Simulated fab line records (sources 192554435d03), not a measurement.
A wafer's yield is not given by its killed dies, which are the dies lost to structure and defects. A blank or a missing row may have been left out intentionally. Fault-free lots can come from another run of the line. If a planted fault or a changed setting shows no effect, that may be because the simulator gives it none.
fab line records    flow n5_finfet
record lots=10  wafers=30  last_day=18
route steps=1938 shown STI_FIN_REVEAL@188 DUMMY_GATE@215 BEOL_M4@1111 PASSIVATION@1936
lots with no fault: from the same line, run without faults
start_h: hours from the record's opening day to when the first of the lot's shown wafers began    wait_h: how many hours have passed since the lot's step before this one    " as in the row above    L1.1+2: a row that stands for several wafers    - no value present, or no start provided    * or withheld: withheld    < > ~ a bound
route shown NAME@n: a module of which the file shows steps, and the number in the route of the first    usual: mean/standard deviation of fault-free wafers    same: alike in all rows    chamber/n: place in a boat    sites: readings site by site    _std_site: how widely they spread, as a standard deviation    _edge_site: inner sites' mean taken away from outer sites' mean    radius_mm: how far each site lies from the wafer's centre    mask NAME#n: copy n    behind: the last tool/chamber to shape the wafer    hold: why the lot went on hold/how many hours it stayed there/how the hold came to an end    device: whichever transistor did not switch (one of n, p or np)    end of line: at the end of the route, the tests of the same wafers    a step with no rows: only its recipe    killed: dies that structure and defects cost at the first sort, which is not the same as the wafer's yield    map: per-die view of a wafer (x killed, . not killed, _ where there is no die)
set.NAME: setting as actually run; set.NAME@STEP: the setting as run at that earlier step    model.NAME: the simulator's own value behind a step, which no gauge read
steps of the route over a sample of lots; a table a step, a row a wafer
services: a tool's chamber out of use, with start hour (start_h, from the record's first day; less than 0 if before it), hours out, and reason
## steps
# step N5_STI_FIN_REVEAL_THK_MEAS_05
# usual thk_nm=132.3/1.1
lot.wafer  tool           chamber  start_h  wait_h  thk_nm
L418.1     film_metro-02  -        38.41    -       130.4
L418.4     "              -        "        "       130.3
L418.6     "              -        "        "       129.7
L419.3     film_metro-01  -        42.13    -       132.7
L419.4     "              -        "        "       131.9
L419.5     "              -        "        "       132.4
L421.3     film_metro-02  -        52.82    -       132.5
L421.4     "              -        "        "       131.5
L421.6     "              -        "        "       131.8
L423.1     film_metro-01  -        63.10    -       133.4
L423.2     "              -        "        "       131.4
L423.4     "              -        "        "       132.9
L426.1     film_metro-01  -        82.03    -       133.0
L426.2     "              -        "        "       131.0
L426.6     "              -        "        "       132.8
L432.2     film_metro-02  -        123.84   -       132.8
L432.5     "              -        "        "       132.8
L432.6     "              -        "        "       133.8
L433.4     film_metro-02  -        124.39   -       132.6
L433.5     "              -        "        "       132.5
L433.6     "              -        "        "       132.8
L434.1     film_metro-02  -        131.83   -       133.7
L434.3     "              -        "        "       132.4
L434.5     "              -        "        "       132.1
L435.1     film_metro-01  -        137.23   -       131.6
L435.2     "              -        "        "       134.5
L435.3     "              -        "        "       130.3
L440.2     film_metro-02  -        169.65   -       131.6
L440.4     "              -        "        "       132.1
L440.6     "              -        "        "       130.8
# step N5_STI_FIN_REVEAL_OXIDATION_33
# recipe chemistry=O2_PLASMA_REMOTE  temp_c=150  time_s=20  pressure_mtorr=1000  source_power_w=2000  o2_flow_sccm=3000
# usual drypump_motor_current_A=5.95/0.12  heater_power_w=132/15
lot.wafer  tool             chamber  start_h  wait_h  drypump_motor_current_A  heater_power_w  rf_hours_counter_h
L418.1     plasma_asher-02  1        42.36    0.0     5.76                     121             30
L418.4     "                0        "        "       6.02                     106             -
L418.6     "                1        "        "       5.79                     123             -
L419.3     plasma_asher-01  0        45.51    0.0     6.08                     149             -
L419.4     "                1        "        "       5.91                     142             -
L419.5     "                1        "        "       5.90                     141             -
L421.3     plasma_asher-01  1        56.07    0.0     5.90                     141             -
L421.4     "                0        "        "       6.09                     144             -
L421.6     "                0        "        "       6.06                     148             -
L423.1     plasma_asher-01  1        66.20    0.0     5.88                     142             85
L423.2     "                0        "        "       6.07                     145             85
L423.4     "                0        "        "       6.09                     152             -
L426.1     plasma_asher-01  1        85.03    0.0     5.87                     139             90
L426.2     "                0        "        "       6.14                     146             90
L426.6     "                1        "        "       5.84                     140             -
L432.2     plasma_asher-02  1        126.98   0.0     5.77                     123             44
L432.5     "                1        "        "       5.74                     120             -
L432.6     "                0        "        "       6.05                     108             -
L433.4     plasma_asher-01  0        127.43   0.0     6.07                     144             -
L433.5     "                0        "        "       6.08                     147             -
L433.6     "                1        "        "       5.89                     146             -
L434.1     plasma_asher-02  1        135.00   0.0     5.78                     122             46
L434.3     "                0        "        "       6.04                     106             -
L434.5     "                0        "        "       6.04                     106             -
L435.1     plasma_asher-01  1        140.36   0.0     5.92                     145             103
L435.2     "                0        "        "       6.07                     148             103
L435.3     "                0        "        "       6.07                     147             -
L440.2     plasma_asher-01  1        172.66   0.0     5.92                     139             110
L440.4     "                1        "        "       5.90                     142             -
L440.6     "                1        "        "       5.90                     143             -
# step N5_STI_FIN_REVEAL_INSPECT_13
# recipe inspect_instrument=darkfield  mode=post_clean
# usual raw_defect_count=13/5.2
lot.wafer  tool               chamber  start_h  wait_h  raw_defect_count
L418.1     defect_inspect-02  -        42.64    0.0     15
L418.4     "                  -        "        "       3
L418.6     "                  -        "        "       6
L419.3     defect_inspect-01  -        45.77    0.0     22
L419.4     "                  -        "        "       14
L419.5     "                  -        "        "       24
L421.3     defect_inspect-01  -        56.34    0.0     12
L421.4     "                  -        "        "       15
L421.6     "                  -        "        "       10
L423.1     defect_inspect-01  -        66.48    0.0     18
L423.2     "                  -        "        "       26
L423.4     "                  -        "        "       11
L426.1     defect_inspect-01  -        85.34    0.0     18
L426.2     "                  -        "        "       14
L426.6     "                  -        "        "       8
L432.2     defect_inspect-01  -        127.28   0.0     10
L432.5     "                  -        "        "       8
L432.6     "                  -        "        "       18
L433.4     defect_inspect-02  -        127.69   0.0     20
L433.5     "                  -        "        "       13
L433.6     "                  -        "        "       19
L434.1     defect_inspect-01  -        135.29   0.0     14
L434.3     "                  -        "        "       12
L434.5     "                  -        "        "       7
L435.1     defect_inspect-01  -        140.64   0.0     14
L435.2     "                  -        "        "       11
L435.3     "                  -        "        "       8
L440.2     defect_inspect-02  -        172.94   0.0     20
L440.4     "                  -        "        "       7
L440.6     "                  -        "        "       19
# step N5_DUMMY_GATE_CVD_03
# recipe material=a-Si  target_thk_a=1500  temp_c=530  precursor=SiH4  time_s=8042
lot.wafer   tool      chamber            start_h  wait_h
L418.1+4+6  lpcvd-01  1/90,1/104,1/114   42.84    0.1
L419.3+4+5  lpcvd-01  1/100,1/104,1/109  46.49    0.6
L421.3+4+6  lpcvd-02  1/25,1/29,1/39     56.54    0.1
L423.1+2+4  lpcvd-02  0/40,0/45,0/54     67.17    0.1
L426.1+2+6  lpcvd-01  1/40,1/45,1/64     91.14    0.1
L432.2+5+6  lpcvd-01  1/45,1/59,1/64     127.47   0.1
L433.4+5+6  lpcvd-02  1/54,1/59,1/64     127.89   0.1
L434.1+3+5  lpcvd-01  0/40,0/50,0/59     135.88   0.1
L435.1+2+3  lpcvd-01  1/90,1/95,1/100    140.84   0.1
L440.2+4+6  lpcvd-02  0/45,0/54,0/64     173.14   0.1
# step N5_DUMMY_GATE_CMP_04
# recipe material=a-Si  post_cmp_clean=alkaline_brush
# usual motor_current_A=9.7/1.4  pad_life_wafers=947/660  time_to_endpoint_s=15.0/2.2
lot.wafer  tool    chamber  start_h  wait_h  motor_current_A  pad_life_wafers  time_to_endpoint_s
L418.1     cmp-01  0        46.77    0.2     12.4             1296             12.8
L418.4     "       3        "        "       9.8              1299             11.6
L418.6     "       1        "        "       9.7              -                13.8
L419.4     cmp-04  3        50.29    0.1     9.7              2186             14.2
L419.3     "       0        "        "       7.8              2187             14.3
L419.5     "       1        "        "       10.9             -                15.8
L421.3     cmp-04  2        60.28    0.0     8.3              24               12.5
L421.4     "       0        "        "       7.5              26               16.4
L421.6     "       2        "        "       8.9              -                13.8
L423.4     cmp-04  3        70.91    0.0     9.0              96               14.3
L423.2     "       1        "        "       10.9             98               13.0
L423.1     "       2        "        "       8.8              99               14.0
L426.2     cmp-04  2        94.93    0.1     8.9              284              19.3
L426.1     "       3        "        "       9.2              285              16.3
L426.6     "       0        "        "       7.4              -                16.9
L432.2     cmp-04  1        131.25   0.1     10.3             553              8.0
L432.5     "       0        "        "       7.0              -                6.5
L432.6     "       1        "        "       11.1             -                6.7
L433.4     cmp-01  0        131.72   0.1     13.1             2034             11.1
L433.5     "       0        "        "       12.1             -                11.3
L433.6     "       1        "        "       10.2             -                12.4
L434.3     cmp-04  3        139.61   0.0     9.5              624              8.0
L434.1     "       2        "        "       9.0              627              8.5
L434.5     "       0        "        "       7.8              -                7.4
L435.1     cmp-01  2        144.58   0.0     10.5             2142             8.6
L435.3     "       3        "        "       10.1             2143             3.6
L435.2     "       0        "        "       11.8             2144             4.5
L440.4     cmp-04  0        176.89   0.0     7.8              978              16.2
L440.2     "       3        "        "       9.4              981              18.1
L440.6     "       0        "        "       7.6              -                16.4
# step N5_BEOL_M4_RC_MEAS_101
# usual DIBL_N=36.3/2  DIBL_P=36.3/2.4  IOFF_N=0.16/0.034  IOFF_P=0.21/0.035  ION_N=672/12  ION_P=459/6.5  SS_N=71.6/0.67  SS_P=73.3/0.71  VT_N=250/3.5  VT_P=-251/3
lot.wafer  tool       chamber  start_h  wait_h  DIBL_N[mV/V]  DIBL_P[mV/V]  IOFF_N[nA/um]  IOFF_P[nA/um]  ION_N[uA/um]  ION_P[uA/um]  SS_N[mV/dec]  SS_P[mV/dec]  VT_N[mV]  VT_P[mV]
L418.1     prober-02  0        168.43   0.0     35.2          33.4          0.12           0.18           658           453           71.4          72.0          252       -254
L418.4     "          0        "        "       37.8          36.8          0.17           0.23           676           464           71.9          73.4          248       -248
L418.6     "          0        "        "       35.8          34.4          0.14           0.19           672           459           71.5          72.6          252       -250
L419.3     prober-01  0        171.06   0.3     35.5          35.7          0.15           0.20           662           458           71.6          73.3          250       -251
L419.4     "          0        "        "       35.7          35.9          0.15           0.21           661           459           71.4          72.8          254       -251
L419.5     "          0        "        "       34.9          34.7          0.13           0.19           655           450           71.9          72.6          251       -251
L421.3     prober-02  0        184.97   0.3     35.0          34.4          0.14           0.18           666           453           71.1          73.2          249       -254
L421.4     "          0        "        "       33.2          31.5          0.10           0.13           647           440           70.8          72.8          256       -256
L421.6     "          0        "        "       33.3          32.3          0.11           0.15           650           452           70.9          72.7          256       -253
L423.1     prober-02  0        197.18   0.0     35.9          34.6          0.14           0.17           657           444           71.6          73.7          255       -256
L423.2     "          0        "        "       39.3          38.7          0.22           0.23           689           463           73.1          74.5          247       -251
L423.4     "          0        "        "       35.9          34.3          0.15           0.16           672           452           72.0          73.3          251       -256
L426.1     prober-02  0        253.69   0.0     36.3          35.8          0.16           0.24           670           465           72.2          72.4          252       -246
L426.2     "          0        "        "       34.7          33.7          0.13           0.20           658           463           71.6          72.2          251       -250
L426.6     "          0        "        "       33.9          32.3          0.11           0.17           627           450           72.0          72.4          259       -250
L433.4     prober-01  0        286.85   0.5     33.0          33.7          0.12           0.18           658           457           71.0          72.3          253       -250
L433.5     "          0        "        "       36.1          36.9          0.17           0.23           656           454           71.5          73.2          250       -248
L433.6     "          0        "        "       35.6          36.2          0.15           0.22           669           455           71.2          73.1          250       -251
L440.2     prober-02  0        313.77   0.2     36.8          36.2          0.16           0.20           676           458           71.6          74.0          251       -249
L440.4     "          0        "        "       33.8          32.4          0.12           0.15           666           460           70.9          72.0          255       -256
L440.6     "          0        "        "       34.3          33.0          0.13           0.16           672           459           70.7          72.4          253       -252
# step N5_PASSIVATION_PROBE_49
# usual defect_limited_yield=91.4/1.5  killed_at_M0_to_M3=33/11  killed_at_M4_up=14/5.3  killed_at_contacts=13/6.2  killed_at_front_end=39/13  killed_at_other=3.1/2.8  killed_dies=102/17  killed_on_rim=13/3.8  killed_open=68/13  killed_short=32/7.8  sort_bin_5_function=5.1/0.95  sort_bin_6_memory=3.2/0.7  sort_bin_8_speed=0.02/0.16  sort_n_pass=1078/18  sort_yield_pct=91.3/1.5
# same gross_dies=1180  killed_at_back_side=0  sort_bin_4_leakage[%]=0
lot.wafer  tool       chamber  start_h  wait_h  defect_limited_yield[%]  killed_at_M0_to_M3  killed_at_M4_up  killed_at_contacts  killed_at_front_end  killed_at_other  killed_dies  killed_on_rim  killed_open  killed_short  sort_bin_5_function[%]  sort_bin_6_memory[%]  sort_bin_8_speed[%]  sort_n_pass  sort_yield_pct[%]
L418.1     prober-01  -        274.47   0.0     94.7                     20                  12               8                   20                   3                63           5              35           27            3.1                     2.1                   0                    1117         94.7
L418.4     prober-01  -        274.62   0.2     91.8                     42                  17               10                  24                   4                97           13             58           35            4.5                     3.2                   0                    1083         91.8
L418.6     prober-01  -        274.72   0.3     91.3                     36                  12               16                  33                   6                103          12             62           37            5.1                     3.0                   0                    1077         91.3
L419.3     prober-01  -        282.14   0.1     92.5                     26                  19               3                   39                   1                88           13             51           32            4.4                     2.6                   0                    1092         92.5
L419.4     prober-01  -        282.19   0.2     90.8                     51                  9                3                   45                   1                109          7              67           41            5.4                     3.5                   0                    1071         90.8
L419.5     prober-01  -        282.24   0.2     92.2                     38                  12               10                  28                   4                92           7              60           30            5.1                     2.7                   0                    1088         92.2
L421.3     prober-02  -        285.12   0.1     90.8                     37                  31               6                   34                   1                109          13             83           26            5.6                     3.6                   0                    1071         90.8
L421.4     prober-02  -        285.17   0.2     91.1                     27                  22               13                  43                   0                105          18             77           24            4.4                     3.9                   0.17                 1073         90.9
L421.6     prober-02  -        285.27   0.3     88.4                     30                  37               26                  44                   0                137          21             96           40            7.0                     4.2                   0.08                 1042         88.3
L423.1     prober-01  -        309.99   0.0     91.4                     32                  10               15                  43                   1                101          8              81           20            4.9                     3.6                   0                    1079         91.4
L423.2     prober-01  -        310.04   0.1     91.6                     32                  12               18                  37                   0                99           15             72           27            5.5                     2.7                   0                    1081         91.6
L423.4     prober-01  -        310.14   0.2     90.9                     42                  20               9                   35                   1                107          16             69           38            5.3                     3.2                   0                    1073         90.9
L426.1     prober-02  -        357.87   0.0     89.2                     45                  7                19                  55                   2                128          16             85           37            5.9                     4.5                   0                    1052         89.2
L426.2     prober-02  -        357.92   0.1     89.2                     60                  8                7                   53                   0                128          19             95           32            5.7                     4.8                   0                    1052         89.2
L426.6     prober-02  -        358.12   0.3     89.0                     57                  15               17                  36                   5                130          17             89           40            6.9                     3.7                   1.86                 1028         87.1
L433.4     prober-02  -        388.78   0.2     89.8                     29                  8                20                  53                   10               120          16             75           42            5.4                     4.4                   0                    1060         89.8
L433.5     prober-02  -        388.83   0.2     92.1                     25                  11               18                  36                   3                93           14             53           40            4.7                     3.0                   0                    1087         92.1
L433.6     prober-02  -        388.88   0.3     90.3                     38                  12               16                  47                   1                114          15             77           37            5.7                     3.6                   0                    1066         90.3
L432.2     prober-02  -        393.16   0.1     0                        22                  11               8                   1134                 5                1180         152            76           24            96.7                    3.0                   0                    0            0
L432.5     prober-02  -        393.31   0.2     0                        39                  12               7                   1118                 4                1180         152            79           40            95.7                    4.2                   0                    0            0
L432.6     prober-02  -        393.36   0.3     0                        41                  18               9                   1108                 4                1180         152            87           56            94.3                    4.7                   0                    0            0
L435.1     prober-01  -        394.61   0.0     0                        37                  10               16                  1116                 1                1180         152            79           42            95.9                    3.6                   0                    0            0
L435.2     prober-01  -        394.66   0.1     0                        25                  21               14                  1118                 2                1180         152            73           38            96.5                    3.0                   0                    0            0
L435.3     prober-01  -        394.71   0.1     0                        22                  14               9                   1128                 7                1180         152            73           36            95.8                    3.9                   0                    0            0
L434.1     prober-01  -        409.83   0.0     0                        26                  17               19                  1113                 5                1180         152            70           31            96.5                    3.4                   0                    0            0
L434.3     prober-01  -        409.93   0.1     0                        40                  8                23                  1107                 2                1180         152            67           23            96.9                    2.9                   0                    0            0
L434.5     prober-01  -        410.03   0.2     0                        33                  16               16                  1112                 3                1180         152            58           35            96.0                    3.4                   0                    0            0
L440.2     prober-02  -        419.96   0.1     92.1                     34                  7                11                  41                   0                93           8              66           27            4.7                     3.1                   0                    1087         92.1
L440.4     prober-02  -        420.06   0.2     91.8                     37                  18               10                  32                   0                97           15             70           25            4.6                     3.3                   0                    1083         91.8
L440.6     prober-02  -        420.16   0.3     92.5                     37                  12               9                   29                   2                89           11             62           26            4.6                     2.9                   0                    1091         92.5
# killed by level:class
L418.1 MOL_CONTACT_COAG:geometric_particle:open=5 BEOL_M0_SAQP:geometric_particle:short=5 BEOL_M4:geometric_particle:open=5 DUMMY_GATE:geometric_particle:open=4 STARTING-WAFER:geometric_particle:short=4 ILD0:geometric_particle:short=3 MOL_CONTACT_COAG:geometric_particle:short=3 BEOL_M0_SAQP:geometric_particle:open=3
L418.4 BEOL_M2:geometric_particle:open=11 MOL_CONTACT_COAG:geometric_particle:open=8 BEOL_M1:geometric_particle:short=7 BEOL_M0_SAQP:geometric_particle:short=6 BEOL_M1:geometric_particle:open=6 BEOL_M4:geometric_particle:open=6 GATE_CUT:geometric_particle:short=4 BEOL_M0_SAQP:geometric_particle:open=4
L418.6 MOL_CONTACT_COAG:geometric_particle:open=15 FIN_SAQP:geometric_particle:open=9 BEOL_M3:geometric_particle:open=7 BEOL_M0_SAQP:geometric_particle:short=6 BEOL_M1:geometric_particle:short=6 FIN_SAQP:geometric_particle:short=4 STI_FIN_REVEAL:geometric_particle:open=4 BEOL_M0:geometric_particle:open=4
L419.3 STI_FIN_REVEAL:geometric_particle:open=11 BEOL_M0_SAQP:geometric_particle:short=11 FIN_SAQP:geometric_particle:short=8 BEOL_M0_SAQP:geometric_particle:open=6 BEOL_M4:geometric_particle:open=6 FIN_SAQP:geometric_particle:open=5 DUMMY_GATE:geometric_particle:open=3 GATE_CUT:geometric_particle:short=3
L419.4 FIN_SAQP:geometric_particle:open=16 BEOL_M0_SAQP:geometric_particle:short=15 BEOL_M0_SAQP:geometric_particle:open=12 STI_FIN_REVEAL:geometric_particle:open=8 BEOL_M2:geometric_particle:open=7 FIN_SAQP:geometric_particle:short=5 BEOL_M1:geometric_particle:open=5 STARTING-WAFER:geometric_particle:short=5
L419.5 BEOL_M0_SAQP:geometric_particle:short=12 BEOL_M0_SAQP:geometric_particle:open=11 MOL_CONTACT_COAG:geometric_particle:open=9 FIN_SAQP:geometric_particle:open=8 STI_FIN_REVEAL:geometric_particle:open=5 BEOL_M4:geometric_particle:open=5 FIN_SAQP:geometric_particle:short=4 BEOL_M1:geometric_particle:open=4
L421.3 BEOL_M4:geometric_particle:open=17 STI_FIN_REVEAL:geometric_particle:open=9 BEOL_M3:geometric_particle:open=9 DUMMY_GATE:geometric_particle:open=8 BEOL_M0_SAQP:geometric_particle:open=7 BEOL_M2:geometric_particle:open=6 BEOL_M1:geometric_particle:open=5 FIN_SAQP:geometric_particle:open=4
L421.4 STI_FIN_REVEAL:geometric_particle:open=11 MOL_CONTACT_COAG:geometric_particle:open=11 BEOL_M2:geometric_particle:open=10 BEOL_M3:geometric_particle:open=10 FIN_SAQP:geometric_particle:open=9 BEOL_M4:geometric_particle:open=8 FIN_SAQP:geometric_particle:short=5 DUMMY_GATE:geometric_particle:open=4
L421.6 MOL_CONTACT_COAG:geometric_particle:open=21 BEOL_M4:geometric_particle:open=13 FIN_SAQP:geometric_particle:open=12 STI_FIN_REVEAL:geometric_particle:open=11 FIN_SAQP:geometric_particle:short=9 BEOL_M3:geometric_particle:open=9 BEOL_M0_SAQP:geometric_particle:short=7 BEOL_M4:geometric_particle:short=6
L423.1 MOL_CONTACT_COAG:geometric_particle:open=13 BEOL_M3:geometric_particle:open=12 FIN_SAQP:geometric_particle:open=10 STI_FIN_REVEAL:geometric_particle:open=8 BEOL_M0_SAQP:geometric_particle:open=8 BEOL_M1:geometric_particle:open=7 STARTING-WAFER:geometric_particle:open=6 FIN_SAQP:geometric_particle:short=5
L423.2 MOL_CONTACT_COAG:geometric_particle:open=16 STI_FIN_REVEAL:geometric_particle:open=10 FIN_SAQP:geometric_particle:short=9 FIN_SAQP:geometric_particle:open=8 BEOL_M3:geometric_particle:open=7 BEOL_M0:geometric_particle:open=6 BEOL_M2:geometric_particle:open=6 BEOL_M1:geometric_particle:open=5
L423.4 BEOL_M0_SAQP:geometric_particle:short=12 MOL_CONTACT_COAG:geometric_particle:open=8 BEOL_M2:geometric_particle:open=7 BEOL_M4:geometric_particle:open=7 BEOL_M3:geometric_particle:open=6 BEOL_M0_SAQP:geometric_particle:open=6 FIN_SAQP:geometric_particle:short=5 BEOL_M1:geometric_particle:open=5
L426.1 STI_FIN_REVEAL:geometric_particle:open=15 MOL_CONTACT_COAG:geometric_particle:open=14 BEOL_M0_SAQP:geometric_particle:open=12 BEOL_M3:geometric_particle:open=9 BEOL_M0_SAQP:geometric_particle:short=8 BEOL_M1:geometric_particle:open=8 FIN_SAQP:geometric_particle:short=7 DUMMY_GATE:geometric_particle:open=6
L426.2 STI_FIN_REVEAL:geometric_particle:open=29 BEOL_M1:geometric_particle:open=17 BEOL_M0_SAQP:geometric_particle:short=12 BEOL_M2:geometric_particle:open=12 BEOL_M0_SAQP:geometric_particle:open=11 STI_FIN_REVEAL:geometric_particle:short=5 MOL_CONTACT_COAG:geometric_particle:open=5 BEOL_M3:geometric_particle:open=4
L426.6 STI_FIN_REVEAL:geometric_particle:open=20 BEOL_M0_SAQP:geometric_particle:short=16 MOL_CONTACT_COAG:geometric_particle:open=13 BEOL_M4:geometric_particle:open=12 BEOL_M0_SAQP:geometric_particle:open=10 BEOL_M1:geometric_particle:open=7 BEOL_M3:geometric_particle:open=7 BEOL_M2:geometric_particle:open=6
L433.4 MOL_CONTACT_COAG:geometric_particle:open=18 STI_FIN_REVEAL:geometric_particle:open=14 FIN_SAQP:geometric_particle:short=11 BEOL_M2:geometric_particle:open=9 FIN_SAQP:geometric_particle:open=7 BEOL_M0_SAQP:geometric_particle:short=6 GATE_CUT:geometric_particle:short=5 STARTING-WAFER:geometric_particle:short=5
L433.5 MOL_CONTACT_COAG:geometric_particle:open=15 BEOL_M2:geometric_particle:open=10 FIN_SAQP:geometric_particle:short=9 FIN_SAQP:geometric_particle:open=7 GATE_CUT:geometric_particle:short=7 BEOL_M4:geometric_particle:short=5 BEOL_M0_SAQP:geometric_particle:short=4 MOL_CONTACT_COAG:geometric_particle:short=3
L433.6 MOL_CONTACT_COAG:geometric_particle:open=13 DUMMY_GATE:geometric_particle:open=10 BEOL_M4:geometric_particle:open=10 BEOL_M0_SAQP:geometric_particle:short=10 BEOL_M2:geometric_particle:open=9 FIN_SAQP:geometric_particle:short=8 FIN_SAQP:geometric_particle:open=7 BEOL_M0_SAQP:geometric_particle:open=7
L432.2 DUMMY_GATE:area_cvd=1078 STI_FIN_REVEAL:geometric_particle:open=19 FIN_SAQP:geometric_particle:open=15 FIN_SAQP:geometric_particle:short=8 BEOL_M3:geometric_particle:open=7 MOL_CONTACT_COAG:geometric_particle:open=6 BEOL_M2:geometric_particle:open=5 BEOL_M1:geometric_particle:open=5
L432.5 DUMMY_GATE:area_cvd=1059 FIN_SAQP:geometric_particle:open=18 FIN_SAQP:geometric_particle:short=13 STI_FIN_REVEAL:geometric_particle:open=11 BEOL_M0:geometric_particle:open=9 MOL_CONTACT_COAG:geometric_particle:open=6 BEOL_M0_SAQP:geometric_particle:short=6 BEOL_M0_SAQP:geometric_particle:open=6
L432.6 DUMMY_GATE:area_cvd=1034 STI_FIN_REVEAL:geometric_particle:open=25 BEOL_M3:geometric_particle:open=13 BEOL_M0_SAQP:geometric_particle:open=9 BEOL_M0_SAQP:geometric_particle:short=9 STI_FIN_REVEAL:geometric_particle:short=7 GATE_CUT:geometric_particle:short=7 DUMMY_GATE:geometric_particle:open=6
L435.1 DUMMY_GATE:area_cvd=1058 FIN_SAQP:geometric_particle:open=16 MOL_CONTACT_COAG:geometric_particle:open=13 BEOL_M0_SAQP:geometric_particle:open=10 BEOL_M0:geometric_particle:open=10 GATE_CUT:geometric_particle:short=8 FIN_SAQP:geometric_particle:short=7 STI_FIN_REVEAL:geometric_particle:open=7
L435.2 DUMMY_GATE:area_cvd=1069 MOL_CONTACT_COAG:geometric_particle:open=11 BEOL_M0_SAQP:geometric_particle:short=11 BEOL_M4:geometric_particle:open=10 FIN_SAQP:geometric_particle:open=8 GATE_CUT:geometric_particle:short=8 BEOL_M0_SAQP:geometric_particle:open=8 DUMMY_GATE:geometric_particle:open=7
L435.3 DUMMY_GATE:area_cvd=1070 FIN_SAQP:geometric_particle:open=17 FIN_SAQP:geometric_particle:short=9 BEOL_M0_SAQP:geometric_particle:short=9 BEOL_M4:geometric_particle:open=9 MOL_CONTACT_COAG:geometric_particle:open=8 GATE_CUT:geometric_particle:open=7 STI_FIN_REVEAL:geometric_particle:open=5
L434.1 DUMMY_GATE:area_cvd=1079 MOL_CONTACT_COAG:geometric_particle:open=18 BEOL_M4:geometric_particle:open=10 STI_FIN_REVEAL:geometric_particle:open=8 BEOL_M2:geometric_particle:open=7 BEOL_M0_SAQP:geometric_particle:short=6 FIN_SAQP:geometric_particle:open=5 FIN_SAQP:geometric_particle:short=5
L434.3 DUMMY_GATE:area_cvd=1090 MOL_CONTACT_COAG:geometric_particle:open=19 BEOL_M1:geometric_particle:open=10 BEOL_M0_SAQP:geometric_particle:open=9 BEOL_M2:geometric_particle:open=6 BEOL_M3:geometric_particle:open=5 MOL_CONTACT_COAG:geometric_particle:short=4 BEOL_M3:geometric_particle:short=4
L434.5 DUMMY_GATE:area_cvd=1087 MOL_CONTACT_COAG:geometric_particle:open=12 BEOL_M0_SAQP:geometric_particle:short=11 STI_FIN_REVEAL:geometric_particle:open=6 BEOL_M8:geometric_particle:open=6 BEOL_M0_SAQP:geometric_particle:open=5 BEOL_M3:geometric_particle:open=5 FIN_SAQP:geometric_particle:open=4
L440.2 FIN_SAQP:geometric_particle:open=21 BEOL_M3:geometric_particle:open=13 MOL_CONTACT_COAG:geometric_particle:open=8 FIN_SAQP:geometric_particle:short=7 BEOL_M0_SAQP:geometric_particle:open=5 BEOL_M0_SAQP:geometric_particle:short=5 BEOL_M1:geometric_particle:open=5 DUMMY_GATE:geometric_particle:open=4
L440.4 MOL_CONTACT_COAG:geometric_particle:open=10 BEOL_M0_SAQP:geometric_particle:open=10 BEOL_M1:geometric_particle:open=8 STARTING-WAFER:geometric_particle:open=8 BEOL_M0_SAQP:geometric_particle:short=6 BEOL_M4:geometric_particle:open=6 STI_FIN_REVEAL:geometric_particle:open=5 BEOL_M3:geometric_particle:open=5
L440.6 BEOL_M1:geometric_particle:open=9 BEOL_M3:geometric_particle:open=9 MOL_CONTACT_COAG:geometric_particle:open=8 BEOL_M5:geometric_particle:open=7 BEOL_M0_SAQP:geometric_particle:open=6 BEOL_M0_SAQP:geometric_particle:short=6 FIN_SAQP:geometric_particle:open=5 DUMMY_GATE:geometric_particle:short=4
## services
tool             chamber  start_h  hours  kind
cmp-01           -        24.23    0.8    repair
lpcvd-01         -        26.47    15.6   pm
plasma_asher-02  -        28.03    1.9    repair
cmp-01           -        38.82    2.2    repair
cmp-04           -        43.39    4.9    pm
cmp-04           -        50.90    4.0    pm
cmp-04           -        54.90    -      consumable_replace:conditioner
cmp-04           -        54.90    -      consumable_replace:pad
plasma_asher-02  -        66.22    9.0    repair
plasma_asher-02  -        104.06   2.8    pm
cmp-01           -        146.36   4.0    pm
cmp-01           -        150.36   -      consumable_replace:conditioner
cmp-01           -        150.36   -      consumable_replace:pad
cmp-01           -        173.90   7.2    repair
## key
first_sign step=N5_DUMMY_GATE_CMP_04  reading=time_to_endpoint_s  direction=down  sigmas=3.6  usual=*  struck=*
effect step=N5_PASSIVATION_PROBE_49  reading=sort_bin_5_function  direction=up  sigmas=95  usual=5.1  struck=96.1
more_kills_born_at N5_DUMMY_GATE_CVD_03@lpcvd-01=9624
met_at N5_DUMMY_GATE_CVD_03
struck_lots L432,L434,L435
later_rows_left_out L432.2,L432.5,L432.6,L434.1,L434.3,L434.5,L435.1,L435.2,L435.3
not_acting_at N5_STI_FIN_REVEAL_THK_MEAS_05,N5_STI_FIN_REVEAL_OXIDATION_33,N5_STI_FIN_REVEAL_INSPECT_13
onset_between 91.14 127.47
fault kind=process_parameter_drift  tool=lpcvd-01  chamber=-  onset_h=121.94  steps=N5_DUMMY_GATE_CVD_03  channel=time_s  offset=*  shape=step  end_h=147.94  acts_in=*  stated=*
# later_rows_left_out: the simulator's readings of these wafers behind a module that went badly wrong aren't trusted and aren't shown, but for the sort
